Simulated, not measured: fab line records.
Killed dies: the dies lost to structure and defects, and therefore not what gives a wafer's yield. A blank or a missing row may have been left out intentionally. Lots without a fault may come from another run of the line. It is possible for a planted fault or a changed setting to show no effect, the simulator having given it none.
fab line records	flow nand_harc	part 1 of 2: steps 1 to 27 of 35
[record] lots = 5	wafers = 15	last_day = 33
route steps=1302 shown A_M0@1158 A_M1@1169
lots with no fault: from the same line, run without faults
start_h: the number of hours between the record's first day and the start of the first shown wafer of the lot	wait_h: hours elapsed since this lot's preceding step	" unchanged from the row above	L1.1+2: a row that stands for several wafers	- value missing, or start not given	* or withheld: withheld	< > ~ a bound
route shown NAME@n: NAME is a module with steps in the file, n the number in the route of the first one	usual: mean and standard deviation over wafers with no fault	same: alike in all rows	chamber/n: place in a boat	sites: per-site readings	_std_site: the values' standard deviation	_edge_site: the outer-site mean with the inner-site mean subtracted	radius_mm: for every site, how far away it sits from the centre of the wafer	mask NAME#n: copy n	behind: the tool/chamber that last shaped the wafer	hold: the reason the lot was held/the length of the hold in hours/how it ended	device: whichever transistor did not switch (one of n, p or np)	end of line: tests run on the same wafers once the route is complete	a step given without rows: its recipe and nothing more	killed: the dies lost at the first sort to structure and to defects; this is not the yield of the wafer	map: a wafer's dies, marking killed ones x, the rest . and places with no die _
set.NAME: the setting that was run; set.NAME@STEP: the one run at that earlier step	model.NAME: the simulator's own value behind a step, which no gauge read
lots at selected steps of the route; one table per step, one row per wafer
services: from which hour (start_h, from the record's first day; less than 0 if before it) a tool's chamber was out of use, for how many hours, and why
[[steps]]
[step NHARC_A_M0_PVD_20]
[recipe] target_thk_a = 50	bias_v = 168.6	power_w = 15000	chamber_pressure_pa = 0.12	time_s = 8.06	substrate_temp_c = 50	material = TaN
[usual] throttle_valve_pct = 29.8/1.4
lot.wafer	tool	chamber	start_h	wait_h	throttle_valve_pct
L078.3	pvd_sputter-03	-	-	-	30.9
L078.1	"	-	"	"	32.0
L078.6	"	-	"	"	28.7
L080.2	pvd_sputter-02	-	-	-	30.4
L080.3	"	-	"	"	26.9
L080.6	"	-	"	"	30.4
L083.2	pvd_sputter-03	-	-	-	30.7
L083.3	"	-	"	"	30.6
L083.6	"	-	"	"	28.5
L092.2	pvd_sputter-01	-	-	-	30.2
L092.4	"	-	"	"	29.3
L092.1	"	-	"	"	29.4
L097.4	pvd_sputter-01	-	-	-	28.9
L097.1	"	-	"	"	29.5
L097.6	"	-	"	"	29.2
[step NHARC_A_M0_PVD_21]
[recipe] target_thk_a = 300	chamber_pressure_pa = 5	power_w = 5000	substrate_temp_c = 30	time_s = 20.49	material = Cu
[usual] throttle_valve_pct = 29.8/1.3
lot.wafer	tool	chamber	start_h	wait_h	throttle_valve_pct
L078.3	pvd_sputter-03	-	-	-	28.5
L078.1	"	-	"	"	30.7
L078.6	"	-	"	"	28.9
L080.3	pvd_sputter-02	-	-	-	30.6
L080.2	"	-	"	"	26.9
L080.6	"	-	"	"	30.5
L083.2	pvd_sputter-03	-	-	-	29.0
L083.3	"	-	"	"	32.0
L083.6	"	-	"	"	28.9
L092.1	pvd_sputter-01	-	-	-	29.3
L092.2	"	-	"	"	29.5
L092.4	"	-	"	"	31.4
L097.1	pvd_sputter-01	-	-	-	31.4
L097.4	"	-	"	"	30.4
L097.6	"	-	"	"	29.8
[step NHARC_A_M0_ECD_22]
[recipe] target_thk_a = 4000	bath_temp_c = 25	material = Cu
[usual] bath_temp_c = 24.99/0.11
lot.wafer	tool	chamber	start_h	wait_h	bath_temp_c
L078.1	ecd_cu-01	1	549.89	-	24.97
L078.3	"	0	"	"	25.09
L078.6	"	0	"	"	25.26
L080.2	ecd_cu-01	0	592.12	-	24.97
L080.3	"	1	"	"	24.97
L080.6	"	0	"	"	24.82
L083.2	ecd_cu-01	0	637.71	-	24.96
L083.3	"	1	"	"	25.04
L083.6	"	0	"	"	25.14
L092.2	ecd_cu-02	1	693.76	-	25.06
L092.1	"	0	"	"	25.09
L092.4	"	0	"	"	25.09
L097.1	ecd_cu-01	0	742.31	-	25.10
L097.4	"	1	"	"	24.95
L097.6	"	1	"	"	25.00
[step NHARC_A_M0_ANNEAL_30]
[recipe] temp_c = 225	time_s = 90
[usual] anneal_temp_c = 225.00/0.18	anneal_temp_c_max = 226.1/0.52	wafer_temp_C_max = 225.8/0.36
lot.wafer	tool	chamber	start_h	wait_h	anneal_temp_c	anneal_temp_c_max	wafer_temp_C_max
L078.1	rtp_anneal-02	0	550.27	-	225.08	226.4	226.2
L078.3	"	0	"	"	225.08	226.4	226.1
L078.6	"	0	"	"	225.26	227.0	226.1
L080.2	rtp_anneal-01	0	592.56	0.4	224.79	225.5	225.5
L080.3	"	0	"	"	225.12	225.9	225.6
L080.6	"	0	"	"	225.01	225.6	225.6
L083.2	rtp_anneal-01	0	638.09	0.3	224.88	225.4	225.9
L083.3	"	0	"	"	225.09	225.7	225.5
L083.6	"	0	"	"	225.21	225.9	225.8
L092.1	rtp_anneal-01	0	694.19	-	225.26	225.8	225.6
L092.2	"	0	"	"	225.10	225.7	225.6
L092.4	"	0	"	"	224.99	225.6	225.5
L097.1	rtp_anneal-02	0	742.69	0.3	224.66	226.0	225.8
L097.4	"	0	"	"	224.86	226.6	225.9
L097.6	"	0	"	"	224.98	226.8	226.0
[step NHARC_A_M0_CMP_23]
[recipe] t_overpolish_s = 20	target_thk_nm = 113.75
[usual] motor_current_A = 12.1/1.4	time_to_endpoint_s = 28.0/2.1
lot.wafer	tool	chamber	start_h	wait_h	motor_current_A	time_to_endpoint_s
L078.3	cmp-02	1	550.61	-	12.3	25.9
L078.1	"	3	"	"	12.4	26.6
L078.6	"	1	"	"	12.0	24.2
L080.3	cmp-02	3	592.91	-	11.8	30.7
L080.2	"	0	"	"	9.0	31.6
L080.6	"	1	"	"	12.5	32.5
L083.3	cmp-01	3	638.43	-	12.7	28.1
L083.2	"	1	"	"	13.8	29.5
L083.6	"	3	"	"	12.9	28.3
L092.2	cmp-02	0	694.55	-	9.4	28.7
L092.1	"	1	"	"	12.1	26.6
L092.4	"	2	"	"	12.0	21.3
L097.1	cmp-02	2	743.09	-	12.7	28.6
L097.4	"	3	"	"	12.9	33.4
L097.6	"	0	"	"	8.9	31.9
[step NHARC_A_M0_THK_MEAS_24]
[recipe] thk_meas_gauge = xrf
[usual] thk_nm = 113.2/1.4
lot.wafer	tool	chamber	start_h	wait_h	thk_nm
L078.1	film_metro-01	-	550.93	-	114.6
L078.3	"	-	"	"	112.9
L078.6	"	-	"	"	113.1
L080.2	film_metro-02	-	593.17	-	113.2
L080.3	"	-	"	"	112.6
L080.6	"	-	"	"	112.8
L083.2	film_metro-01	-	638.72	-	113.3
L083.3	"	-	"	"	115.4
L083.6	"	-	"	"	111.8
L092.1	film_metro-02	-	694.87	-	112.2
L092.2	"	-	"	"	112.6
L092.4	"	-	"	"	112.7
L097.1	film_metro-02	-	743.35	-	111.6
L097.4	"	-	"	"	117.4
L097.6	"	-	"	"	115.0
[step NHARC_A_M0_SRD_25]
lot.wafer	tool	chamber	start_h	wait_h
L078.3+1+6	wet_bench-08	7,2,4	550.97	0.0
L080.6+2+3	wet_bench-10	4,6,7	593.22	0.0
L083.2+6+3	wet_bench-10	7,0,2	638.77	0.0
L092.4+2+1	wet_bench-10	1,4,5	694.91	0.0
L097.1+4+6	wet_bench-08	7,0,2	743.39	0.0
[step NHARC_A_M0_INSPECT_27]
[usual] raw_defect_count = 539/130
lot.wafer	tool	chamber	start_h	wait_h	raw_defect_count
L078.1	defect_inspect-01	-	551.08	0.0	597
L078.3	"	-	"	"	695
L078.6	"	-	"	"	696
L080.2	defect_inspect-02	-	593.33	0.0	278
L080.3	"	-	"	"	314
L080.6	"	-	"	"	329
L083.2	defect_inspect-02	-	638.88	0.0	443
L083.3	"	-	"	"	604
L083.6	"	-	"	"	556
L092.1	defect_inspect-01	-	695.02	0.0	481
L092.2	"	-	"	"	450
L092.4	"	-	"	"	473
L097.1	defect_inspect-01	-	743.51	0.0	487
L097.4	"	-	"	"	483
L097.6	"	-	"	"	487
[step NHARC_A_M0_PRE_CLEAN_31]
[recipe] time_s = 12	temp_c = 370	rf_power_w = 300	gas = NH3
[usual] heater_power_w = 635/110
lot.wafer	tool	chamber	start_h	wait_h	heater_power_w
L078.3	pecvd-01	2	551.15	0.1	632
L078.1	"	0	"	"	747
L078.6	"	2	"	"	646
L080.3	pecvd-01	1	593.40	0.1	754
L080.2	"	0	"	"	771
L080.6	"	2	"	"	536
L083.3	pecvd-03	0	638.94	0.1	729
L083.2	"	2	"	"	730
L083.6	"	0	"	"	738
L092.2	pecvd-01	0	695.09	0.1	842
L092.1	"	2	"	"	594
L092.4	"	0	"	"	839
L097.1	pecvd-01	0	743.60	0.1	765
L097.4	"	0	"	"	740
L097.6	"	2	"	"	577
[step NHARC_A_M0_DEP_32]
[recipe] target_thk_a = 300	temp_c = 370	target_thk_nm = 30	pressure_torr = 3	flow_sccm = 200	rf_w = 450	material = SiCN
[usual] heater_power_w = 592/110
lot.wafer	tool	chamber	start_h	wait_h	heater_power_w
L078.3	pecvd-01	2	551.23	0.1	526
L078.1	"	0	"	"	664
L078.6	"	2	"	"	541
L080.3	pecvd-01	1	593.47	0.1	653
L080.2	"	0	"	"	695
L080.6	"	2	"	"	499
L083.3	pecvd-03	0	639.02	0.1	677
L083.2	"	2	"	"	716
L083.6	"	0	"	"	651
L092.2	pecvd-01	0	695.21	0.1	747
L092.1	"	2	"	"	481
L092.4	"	0	"	"	771
L097.1	pecvd-01	0	743.76	0.1	771
L097.4	"	0	"	"	787
L097.6	"	2	"	"	537
[step NHARC_A_M1_DEP_00]
[recipe] target_thk_a = 1825	target_thk_nm = 182.5	temp_c = withheld	pressure_torr = 5	flow_sccm = 200	rf_w = 600	material = SiOC
lot.wafer	tool	chamber	start_h	wait_h
L078.1+3+6	pecvd-01	0,2,0	-	-
L080.2+3+6	pecvd-04	1,0,2	593.89	-
L083.2+3+6	pecvd-03	0,2,2	-	-
L092.2+1+4	pecvd-04	1,2,1	695.80	0.5
L097.1+4+6	pecvd-03	1,0,2	744.28	0.5
[step NHARC_A_M1_DEHYDRATE_01]
[recipe] temp_c = 150	time_s = 120
[usual] heater_power_total_W = 182.5/1.3
lot.wafer	tool	chamber	start_h	wait_h	heater_power_total_W
L078.1	litho_track-04	0	552.18	-	181.1
L078.3	"	0	"	"	180.8
L078.6	"	0	"	"	183.9
L080.2	litho_track-01	0	594.29	-	180.9
L080.3	"	0	"	"	180.8
L080.6	"	0	"	"	181.9
L083.2	litho_track-04	0	639.82	-	183.2
L083.3	"	0	"	"	182.0
L083.6	"	0	"	"	181.6
L092.1	litho_track-04	0	696.16	-	184.1
L092.2	"	0	"	"	180.7
L092.4	"	0	"	"	184.4
L097.1	litho_track-04	0	744.64	-	182.2
L097.4	"	0	"	"	183.9
L097.6	"	0	"	"	180.4
[step NHARC_A_M1_HMDS_02]
[recipe] time_s = 30
lot.wafer	tool	chamber	start_h	wait_h
L078.1+3+6	litho_track-04	0	-	-
L080.2+3+6	litho_track-01	0	-	-
L083.2+3+6	litho_track-04	0	-	-
L092.1+2+4	litho_track-04	0	-	-
L097.1+4+6	litho_track-04	0	-	-
[step NHARC_A_M1_COAT_34]
[recipe] temp_c = 200	time_s = 65
[usual] heater_power_total_W = 386.3/1.3
lot.wafer	tool	chamber	start_h	wait_h	heater_power_total_W
L078.1	litho_track-04	0	-	-	388.1
L078.3	"	0	"	"	385.2
L078.6	"	0	"	"	386.8
L080.2	litho_track-01	0	-	-	385.8
L080.3	"	0	"	"	387.6
L080.6	"	0	"	"	384.4
L083.2	litho_track-04	0	-	-	385.3
L083.3	"	0	"	"	388.0
L083.6	"	0	"	"	384.6
L092.1	litho_track-04	0	-	-	385.5
L092.2	"	0	"	"	387.4
L092.4	"	0	"	"	384.2
L097.1	litho_track-04	0	-	-	384.3
L097.4	"	0	"	"	388.0
L097.6	"	0	"	"	384.9
[step NHARC_A_M1_COAT_03]
[recipe] spin_rpm = 1500	resist_thk_nm = 90
lot.wafer	tool	chamber	start_h	wait_h
L078.1+3+6	litho_track-04	0	-	-
L080.2+3+6	litho_track-01	0	-	-
L083.2+3+6	litho_track-04	0	-	-
L092.1+2+4	litho_track-04	0	-	-
L097.1+4+6	litho_track-04	0	-	-
[step NHARC_A_M1_SOFTBAKE_04]
[recipe] temp_c = 105	time_s = 55
[usual] heater_power_total_W = 188.45/0.14
lot.wafer	tool	chamber	start_h	wait_h	heater_power_total_W
L078.1	litho_track-04	0	-	-	188.69
L078.3	"	0	"	"	188.57
L078.6	"	0	"	"	188.41
L080.2	litho_track-01	0	-	-	188.31
L080.3	"	0	"	"	188.56
L080.6	"	0	"	"	188.38
L083.2	litho_track-04	0	-	-	188.31
L083.3	"	0	"	"	188.31
L083.6	"	0	"	"	188.19
L092.1	litho_track-04	0	-	-	188.66
L092.2	"	0	"	"	188.36
L092.4	"	0	"	"	188.37
L097.1	litho_track-04	0	-	-	188.28
L097.4	"	0	"	"	188.46
L097.6	"	0	"	"	188.33
[step NHARC_A_M1_EBR_05]
lot.wafer	tool	chamber	start_h	wait_h
L078.1+3+6	litho_track-04	0	-	-
L080.2+3+6	litho_track-01	0	-	-
L083.2+3+6	litho_track-04	0	-	-
L092.1+2+4	litho_track-04	0	-	-
L097.1+4+6	litho_track-04	0	-	-
[step NHARC_A_M1_EXPOSE_06]
[recipe] na = 1.35	target_cd_nm = 120	dose_mj = 75.13	mask_id = A_M1
lot.wafer	tool	chamber	start_h	wait_h	mask
L078.1+3+6	arfi_scanner-03	0	552.34	-	A_M1#0
L080.2+3+6	arfi_scanner-02	0	594.46	-	A_M1#0
L083.2+3+6	arfi_scanner-01	0	640.11	-	A_M1#0
L092.1+2+4	arfi_scanner-03	0	696.45	-	A_M1#0
L097.1+4+6	arfi_scanner-03	0	744.93	-	A_M1#0
[step NHARC_A_M1_PEB_07]
[recipe] peb_temp_c = 100	peb_time_s = 65
[usual] heater_power_total_W = 156.6/0.42
lot.wafer	tool	chamber	start_h	wait_h	heater_power_total_W
L078.1	litho_track-04	0	552.40	0.1	156.4
L078.3	"	0	"	"	157.1
L078.6	"	0	"	"	156.9
L080.2	litho_track-04	0	594.52	0.1	156.2
L080.3	"	0	"	"	156.9
L080.6	"	0	"	"	157.0
L083.2	litho_track-06	0	640.17	0.1	156.1
L083.3	"	0	"	"	156.0
L083.6	"	0	"	"	156.9
L092.1	litho_track-01	0	696.51	0.1	157.0
L092.2	"	0	"	"	156.1
L092.4	"	0	"	"	156.4
L097.1	litho_track-06	0	744.99	0.1	157.1
L097.4	"	0	"	"	156.7
L097.6	"	0	"	"	156.1
[step NHARC_A_M1_DEVELOP_08]
[recipe] develop_time_s = 35	dev_temp_c = 23
[same] develop_time_s = 35
lot.wafer	tool	chamber	start_h	wait_h
L078.1+3+6	litho_track-04	0	-	-
L080.2+3+6	litho_track-04	0	-	-
L083.2+3+6	litho_track-06	0	-	-
L092.1+2+4	litho_track-01	0	-	-
L097.1+4+6	litho_track-06	0	-	-
[step NHARC_A_M1_CD_MEAS_09]
[recipe] target_cd_nm = 120	landing_energy_ev = 500
[usual] cd_nm = 120.1/0.54
lot.wafer	tool	chamber	start_h	wait_h	cd_nm
L078.1	cd_sem-03	0	552.48	-	119.4
L078.3	"	0	"	"	119.1
L078.6	"	0	"	"	119.8
L080.2	cd_sem-03	0	594.60	-	119.7
L080.3	"	0	"	"	119.7
L080.6	"	0	"	"	120.1
L083.2	cd_sem-02	0	640.25	-	120.5
L083.3	"	0	"	"	120.7
L083.6	"	0	"	"	120.9
L092.1	cd_sem-02	0	696.59	-	120.1
L092.2	"	0	"	"	120.1
L092.4	"	0	"	"	120.6
L097.1	cd_sem-02	0	745.06	-	119.1
L097.4	"	0	"	"	119.8
L097.6	"	0	"	"	119.5
[step NHARC_A_M1_OVL_MEAS_10]
[recipe] pitch_nm = 240
[usual] overlay_x_nm = -0.1/0.89	overlay_y_nm = 0.1/0.69
lot.wafer	tool	chamber	start_h	wait_h	overlay_x_nm	overlay_y_nm
L078.1	overlay-02	-	552.57	-	0.9	1.7
L078.3	"	-	"	"	1.1	1.1
L078.6	"	-	"	"	1.3	1.8
L080.2	overlay-02	-	594.69	-	0.2	-0.4
L080.3	"	-	"	"	0.6	-0.8
L080.6	"	-	"	"	0.2	-0.5
L083.2	overlay-02	-	640.34	-	-0.2	0.6
L083.3	"	-	"	"	-0.2	1.5
L083.6	"	-	"	"	-0.6	1.6
L092.1	overlay-01	-	696.68	-	-0.6	-0.1
L092.2	"	-	"	"	-0.4	-0.1
L092.4	"	-	"	"	-0.2	-0.2
L097.1	overlay-02	-	745.15	-	0.1	-0.2
L097.4	"	-	"	"	0.2	-0.4
L097.6	"	-	"	"	0.4	-0.1
[step NHARC_A_M1_INSPECT_11]
[usual] raw_defect_count = 92/43
lot.wafer	tool	chamber	start_h	wait_h	raw_defect_count
L078.1	defect_inspect-02	-	552.60	0.0	141
L078.3	"	-	"	"	149
L078.6	"	-	"	"	175
L080.2	defect_inspect-02	-	594.72	0.0	24
L080.3	"	-	"	"	27
L080.6	"	-	"	"	28
L083.2	defect_inspect-02	-	640.37	0.0	94
L083.3	"	-	"	"	96
L083.6	"	-	"	"	76
L092.1	defect_inspect-02	-	696.71	0.0	84
L092.2	"	-	"	"	82
L092.4	"	-	"	"	69
L097.1	defect_inspect-01	-	745.19	0.0	108
L097.4	"	-	"	"	108
L097.6	"	-	"	"	109
[step NHARC_A_M1_DESCUM_14]
[recipe] time_s = 3	o2_flow_sccm = 200	ar_flow_sccm = 0	bias_power_w = 0	chemistry = O2
[usual] drypump_motor_current_A = 5.9/0.53	oes_product_au = 1.000/0.008	rf_vpp_V = 57.7/0.96	showerhead_plenum_p_Torr = 1.89/0.086	throttle_valve_pct = 11.311/0.0095
lot.wafer	tool	chamber	start_h	wait_h	drypump_motor_current_A	oes_product_au	rf_hours_counter_h	rf_vpp_V	showerhead_plenum_p_Torr	throttle_valve_pct
L078.3	rie_diel-09	0	552.67	0.1	5.0	1.017	3.6	57.8	1.83	11.284
L078.1	"	2	"	"	5.9	1.004	3.5	56.3	1.91	11.313
L078.6	"	0	"	"	5.0	1.013	-	56.6	1.83	11.324
L080.3	rie_diel-06	0	594.80	0.1	5.8	0.992	3.3	58.6	1.99	11.299
L080.2	"	1	"	"	5.9	1.001	3.8	57.9	1.95	11.304
L080.6	"	2	"	"	6.6	0.990	-	57.3	1.78	11.295
L083.2	rie_diel-06	0	640.43	0.1	5.8	0.996	6.3	58.2	1.99	11.304
L083.3	"	3	"	"	6.5	0.997	6.1	55.6	1.80	11.312
L083.6	"	0	"	"	5.8	1.008	-	58.7	1.99	11.309
L092.1	rie_diel-06	2	696.77	0.1	6.6	0.989	2.4	57.9	1.78	11.306
L092.2	"	3	"	"	6.5	0.984	2.5	58.0	1.80	11.326
L092.4	"	1	"	"	5.9	0.992	2.6	59.1	1.95	11.309
L097.4	rie_diel-08	0	745.25	0.1	5.6	0.983	0.3	59.4	1.99	11.333
L097.1	"	2	"	"	5.9	0.997	0.3	57.4	1.89	11.319
L097.6	"	1	"	"	6.1	0.996	-	57.8	1.83	11.300
[step NHARC_A_M1_ETCH_35]
[recipe] target_depth_a = 400	overetch_a = 120	time_s = 43.94	ion_energy_ev = 200	n2_flow_sccm = 150	h2_flow_sccm = 150	ar_flow_sccm = 0	rf_w = 400	bias_w = 150	chemistry = N2/H2
[usual] drypump_motor_current_A = 5.9/0.52	h2_flow_sccm = 150.0/0.48	oes_product_au = 1.000/0.0088	rf_vpp_V = 429.9/2.7	showerhead_plenum_p_Torr = 2.02/0.094	throttle_valve_pct = 14.171/0.0092
lot.wafer	tool	chamber	start_h	wait_h	drypump_motor_current_A	h2_flow_sccm	oes_product_au	rf_hours_counter_h	rf_vpp_V	showerhead_plenum_p_Torr	throttle_valve_pct
L078.1	rie_diel-09	1	552.75	0.1	6.2	149.2	1.009	3.3	434.4	2.20	14.162
L078.3	"	0	"	"	5.0	150.0	1.008	3.7	428.1	1.95	14.165
L078.6	"	2	"	"	5.9	150.1	0.996	-	429.6	2.03	14.152
L080.3	rie_diel-06	1	594.87	0.1	5.9	150.0	1.004	3.8	431.1	2.08	14.164
L080.2	"	0	"	"	5.8	149.6	1.011	3.3	432.7	2.12	14.178
L080.6	"	2	"	"	6.6	150.8	0.996	-	427.2	1.90	14.169
L083.3	rie_diel-06	0	640.52	0.1	5.8	150.2	1.000	6.3	433.7	2.12	14.170
L083.2	"	2	"	"	6.6	149.1	1.011	5.5	426.8	1.90	14.150
L083.6	"	1	"	"	5.9	150.3	1.005	-	432.0	2.08	14.183
L092.4	rie_diel-06	0	696.86	0.1	5.8	149.1	0.999	2.8	432.3	2.12	14.163
L092.1	"	1	"	"	5.9	150.2	0.991	2.6	433.1	2.08	14.163
L092.2	"	2	"	"	6.6	150.4	0.985	2.4	426.3	1.90	14.163
L097.4	rie_diel-08	2	745.34	0.1	5.9	150.6	0.998	0.3	430.6	2.01	14.171
L097.1	"	0	"	"	5.6	150.0	0.991	0.4	433.8	2.13	14.164
L097.6	"	1	"	"	6.1	149.6	1.005	-	428.0	1.95	14.166
[step NHARC_A_M1_ETCH_15]
[recipe] target_depth_a = 1825	time_s = 91.2	c4f8_flow_sccm = withheld	ar_flow_sccm = 400	rf_w = 600	bias_w = 300	chemistry = C4F8/Ar
[usual] oes_product_au = 0.957/0.02	rf_vpp_V = 440.2/2.8
lot.wafer	tool	chamber	start_h	wait_h	oes_product_au	rf_hours_counter_h	rf_vpp_V
L078.3	rie_diel-09	0	-	-	0.969	3.7	439.6
L078.1	"	1	"	"	0.959	3.4	446.2
L078.6	"	0	"	"	0.975	-	438.6
L080.3	rie_diel-06	2	-	-	0.946	3.6	436.5
L080.2	"	0	"	"	0.958	3.3	443.7
L080.6	"	2	"	"	0.946	-	436.2
L083.2	rie_diel-06	1	-	-	0.927	5.8	442.8
L083.3	"	3	"	"	0.923	6.1	437.1
L083.6	"	1	"	"	0.934	-	441.1
L092.1	rie_diel-06	1	-	-	0.923	2.6	442.0
L092.2	"	3	"	"	0.912	2.6	438.6
L092.4	"	0	"	"	0.930	2.8	442.8
L097.1	rie_diel-08	3	-	-	0.977	0.3	439.5
L097.4	"	0	"	"	0.952	0.4	442.4
L097.6	"	1	"	"	0.961	-	438.9
[step NHARC_A_M1_CD_MEAS_16]
[usual] cd_nm = 120.1/0.66
lot.wafer	tool	chamber	start_h	wait_h	cd_nm
L078.1	cd_sem-02	-	552.97	-	118.9
L078.3	"	-	"	"	119.6
L078.6	"	-	"	"	119.9
L080.2	cd_sem-01	-	595.09	-	120.2
L080.3	"	-	"	"	120.1
L080.6	"	-	"	"	119.7
L083.2	cd_sem-03	-	640.74	-	120.4
L083.3	"	-	"	"	121.0
L083.6	"	-	"	"	121.3
L092.1	cd_sem-02	-	697.08	-	120.6
L092.2	"	-	"	"	120.1
L092.4	"	-	"	"	120.9
L097.1	cd_sem-03	-	745.56	-	118.3
L097.4	"	-	"	"	119.2
L097.6	"	-	"	"	119.5
